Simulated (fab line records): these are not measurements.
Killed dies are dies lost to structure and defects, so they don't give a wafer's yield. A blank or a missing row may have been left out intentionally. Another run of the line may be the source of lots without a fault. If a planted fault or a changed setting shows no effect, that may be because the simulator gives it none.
Comparing a struck lot with a sound one -- flow nandHarc -- 14 out of 1302 route steps
Sound: the wafers L845.1, L845.2, L845.6. Struck: wafer L855.4. The cause is named last.
For every step that has rows: the tool of each side, followed by ch and its chambers, followed by its first start. Under that, the readings that differ: sound wafers -- struck wafers -- difference of the means -- sigmas: that difference in standard deviations of wafers without a fault.
alike: same words and numbers on both sides, and readings whose means sit less than 2 such deviations apart. not compared: any withheld reading, any reading some wafer has no value for, any bound like >300 that may hide the same value, and any number with overlapping values for which the record gives no deviation.
The two part at a step that has a row with sigmas, a row that says differs or no value, or rows on one side only. Numbers that have no deviation but don't overlap get no sigmas and don't part them. Lack of a reading on every wafer of one side parts them only where that side has two or more wafers.

NHARC_THIN_TSV_DEP_43: deposits SiO2, target thk 1328.5 nm.
  sound on pecvd-04 ch 0,1,2, day 24 04:18; struck on pecvd-01 ch 1, day 29 18:36
  alike: throttleValvePct
then, 8 steps without rows for these wafers: NHARC_THIN_TSV_DEHYDRATE_04 (time 120 s); NHARC_THIN_TSV_HMDS_05 (time 30 s); NHARC_THIN_TSV_COAT_06; NHARC_THIN_TSV_SOFTBAKE_07 (time 95 s); NHARC_THIN_TSV_EBR_08; NHARC_THIN_TSV_EXPOSE_09 (exposes mask TSV); NHARC_THIN_TSV_PEB_10 (peb time 85 s); NHARC_THIN_TSV_DEVELOP_11 (time 70 s).
NHARC_THIN_TSV_CD_MEAS_12 targets a cd of 1000 nm.
  sound on cdSem-01 ch 0, day 24 05:08; struck on cdSem-02 ch 0, day 29 19:19
  alike: cdNm
then, 1 step without rows for these wafers: NHARC_THIN_TSV_HARDBAKE_13 (time 80 s).
NHARC_THIN_TSV_DESCUM_14: chemistry O2, time 3 s.
  sound on rieDiel-05 ch 0,1,3, day 24 05:17; struck on rieDiel-05 ch 3, day 29 19:28
  alike: drypumpMotorCurrentA, oesProductAu, rfVppV, showerheadPlenumPTorr, throttleValvePct
  not compared: rfHoursCounterH
NHARC_THIN_TSV_ETCH_44: etches the open film in CF4/O2, target depth 1594.2 nm, time 797.1 s.
  sound on rieDiel-05 ch 0,1, day 24 05:22; struck on rieDiel-05 ch 0, day 29 19:44
reading,sound,struck,difference,sigmas
oesProductAu (a.u.),0.985 1.008 1.005,0.761,-0.238,-22
rfFwdPowerW (W),300.0 300.4 299.3,180.1,-119.8,-99 or more
  alike: drypumpMotorCurrentA, rfVppV, showerheadPlenumPTorr, throttleValvePct
  not compared: rfHoursCounterH
NHARC_THIN_TSV_ETCH_15: target depth 3000 nm, bosch target overetch cycles 2, bosch etch step 2.8 s.
  sound on rieSi-02 ch 2,3, day 24 05:56; struck on rieSi-02 ch 2, day 29 20:08
  alike: drypumpMotorCurrentA, heBacksideLeakSccm
  not compared: rfHoursCounterH

== WHERE THEY PART ==
Within this record, at NHARC_THIN_TSV_ETCH_44 only. Later steps at which nothing parts them and some readings are alike: NHARC_THIN_TSV_ETCH_15.

WHY: whatever the simulator had introduced
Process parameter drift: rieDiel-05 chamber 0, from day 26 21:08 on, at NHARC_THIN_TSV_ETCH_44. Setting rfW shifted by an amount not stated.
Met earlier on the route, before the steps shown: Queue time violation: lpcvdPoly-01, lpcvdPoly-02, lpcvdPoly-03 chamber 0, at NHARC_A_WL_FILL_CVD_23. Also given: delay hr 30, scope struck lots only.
